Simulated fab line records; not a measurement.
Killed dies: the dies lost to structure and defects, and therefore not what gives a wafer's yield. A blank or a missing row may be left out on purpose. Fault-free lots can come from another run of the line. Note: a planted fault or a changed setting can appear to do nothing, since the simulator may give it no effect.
Which of the tools did it? | flow nandHarc | Sampling: 11 lots, 33 wafers, 5 of 1302 route steps

## WHAT THE GAUGES READ, wafer by wafer
NHARC_END_SORT_01.
lot  | measured     | on        | defectLimitedYield (%)
L203 | day 28 04:59 | prober-02 | 93.5 94.2 94.5
L204 | day 29 13:07 | prober-02 | 0.1 94.2 93.1
L207 | day 29 20:34 | prober-02 | 0.1 87.1 88.2

## TOOL THAT RAN EACH LOT (tool first, then ch and the chambers of the sampled wafers, then the start)
lot  | NHARC_A_BONDPAD_PVD_17                 | NHARC_THIN_TSV_DESCUM_14          | NHARC_THIN_TSV_ETCH_44            | NHARC_THIN_TSV_ANNEAL_52
L195 | pvdSputter-03, day 24 03:37 or earlier | rieDiel-10 ch 0,2,3, day 24 03:37 | rieDiel-10 ch 0,1, day 24 03:44   | rtpAnneal-02 ch 0, day 24 07:28
L201 | pvdSputter-03, day 26 14:23 or earlier | rieDiel-10 ch 1,2, day 26 14:23   | rieDiel-10 ch 1,2,3, day 26 14:28 | rtpAnneal-02 ch 0, day 26 18:22
L200 | pvdSputter-03, day 26 18:57 or earlier | rieDiel-10 ch 0,1, day 26 18:57   | rieDiel-10 ch 0,3, day 26 19:08   | rtpAnneal-02 ch 0, day 26 23:19
L203 | pvdSputter-02, day 27 11:06 or earlier | rieDiel-10 ch 0,2,3, day 27 11:06 | rieDiel-10 ch 0,1,3, day 27 11:17 | rtpAnneal-01 ch 0, day 27 14:56
L202 | pvdSputter-03, day 27 19:10 or earlier | rieDiel-02 ch 0,1, day 27 19:10   | rieDiel-02 ch 2,3, day 27 19:17   | rtpAnneal-02 ch 0, day 27 23:17
L204 | pvdSputter-03, day 28 21:39 or earlier | rieDiel-10 ch 0,1,2, day 28 21:39 | rieDiel-10 ch 0,1,2, day 28 21:53 | rtpAnneal-02 ch 0, day 29 01:44
L207 | pvdSputter-01, day 29 04:54 or earlier | rieDiel-10 ch 0,1,3, day 29 04:54 | rieDiel-10 ch 0,1,3, day 29 05:04 | rtpAnneal-01 ch 0, day 29 08:52
L210 | pvdSputter-01, day 31 05:57 or earlier | rieDiel-05 ch 0,2,3, day 31 05:57 | rieDiel-05 ch 0,1,2, day 31 06:02 | rtpAnneal-02 ch 0, day 31 09:53
L214 | pvdSputter-02, day 33 01:26 or earlier | rieDiel-02 ch 1,2,3, day 33 01:26 | rieDiel-02 ch 0,1,3, day 33 01:38 | rtpAnneal-01 ch 0, day 33 05:44
L216 | pvdSputter-03, day 33 02:58 or earlier | rieDiel-10 ch 0,2, day 33 02:58   | rieDiel-10 ch 0,3, day 33 03:02   | rtpAnneal-01 ch 0, day 33 06:59
L217 | pvdSputter-01, day 33 10:02 or earlier | rieDiel-02 ch 0,2, day 33 10:02   | rieDiel-02 ch 2,3, day 33 10:07   | rtpAnneal-01 ch 0, day 33 13:55
- NHARC_A_BONDPAD_PVD_17: deposits TaN, target thk 5 nm, time 8.06 s.
- NHARC_THIN_TSV_DESCUM_14: chemistry O2, time 3 s.
- NHARC_THIN_TSV_ETCH_44: etches the open film in CF4/O2, target depth 1594.2 nm, time 797.1 s.
- NHARC_THIN_TSV_ANNEAL_52: time 90 s.

## THE ANSWER, worked out from the rows above alone
Rule: what is usual is taken from the lots themselves. Put in order of their means at a reading, lots are off if they are a third of the lots or fewer, leave a main group of 4 or more, and stand apart from it by a gap of 3 or more times the standard deviation of the main group's means; of several such gaps the widest counts. The tables above print the reading to a certain number of digits; a main group whose means all agree to those digits is not used. Also off: a lot with no number at a reading for which 4 or more lots have one. All remaining lots with rows at the step are treated as sound.
Nothing can be told from this: no lot is off at any reading shown.

## WHAT WAS PUT IN BY THE SIMULATOR
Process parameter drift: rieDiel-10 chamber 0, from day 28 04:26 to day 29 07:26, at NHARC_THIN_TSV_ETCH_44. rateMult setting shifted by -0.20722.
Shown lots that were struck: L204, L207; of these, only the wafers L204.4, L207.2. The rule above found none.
